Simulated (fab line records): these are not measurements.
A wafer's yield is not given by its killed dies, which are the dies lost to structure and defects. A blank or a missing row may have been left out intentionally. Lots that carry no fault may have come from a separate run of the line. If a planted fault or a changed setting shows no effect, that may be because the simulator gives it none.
Matching of chambers	flow nand-harc	cmp-04 running NHARC_P_CONTACT_CMP_24: 4 sister chambers
The step polishes, t overpolish 30 s, target thk 200 nm. 8 wafers are shown with their chamber, then 10 later ones without.

WAFERS WITH THEIR CHAMBER
wafer	chamber	motor-current-A (A)	overpolish-run-s (s)
L080.5	0	10.9	29.997
L081.1	1	11.6	30.011
L081.2	0	11.6	30.014
L082.1	3	12.8	30.000
L082.4	2	11.0	30.014
L082.6	3	12.4	30.005
L083.1	1	11.7	30.000
L083.4	2	10.7	30.010

WAFERS MISSING THEIR CHAMBER
wafer	motor-current-A (A)	overpolish-run-s (s)
L083.6	13.0	29.994
L094.1	12.3	30.003
L094.3	11.8	30.011
L094.4	10.5	29.987
L096.2	12.9	29.987
L096.5	10.7	29.981
L096.6	11.5	30.006
L097.1	11.3	30.008
L097.2	11.2	30.004
L097.5	11.3	30.000

THE CHAMBER EACH PASSED THROUGH
wafer	from the rows above	in truth
L083.6	3	3
L094.1	can't be placed: 3 or 1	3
L094.3	can't be placed: 1 or 0 or 3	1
L094.4	can't be placed: 0 or 2 or 1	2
L096.2	3	3
L096.5	can't be placed: 0 or 2 or 1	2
L096.6	can't be placed: 1 or 0 or 2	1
L097.1	can't be placed: 0 or 1 or 2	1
L097.2	can't be placed: 0 or 1 or 2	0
L097.5	can't be placed: 0 or 1 or 2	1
Correct placement for 2 of the 10. Cannot be placed on the basis of these rows: 8; the candidates contain the true chamber in 8. Wrongly placed: 0.
How it was worked out, from the rows above alone: a wafer's distance from a chamber is the root of the sum, over the readings, of the square of ((its reading less the chamber's mean) divided by the reading's scatter). If the next closest chamber is less than 2 further off than the closest, the wafer can't be placed; otherwise it belongs to the closest. A chamber's mean is the mean of its shown wafers. The scatter: the root of (the sum of the squares of (reading less its chamber's mean) over the shown wafers, divided by (wafers less chambers)).
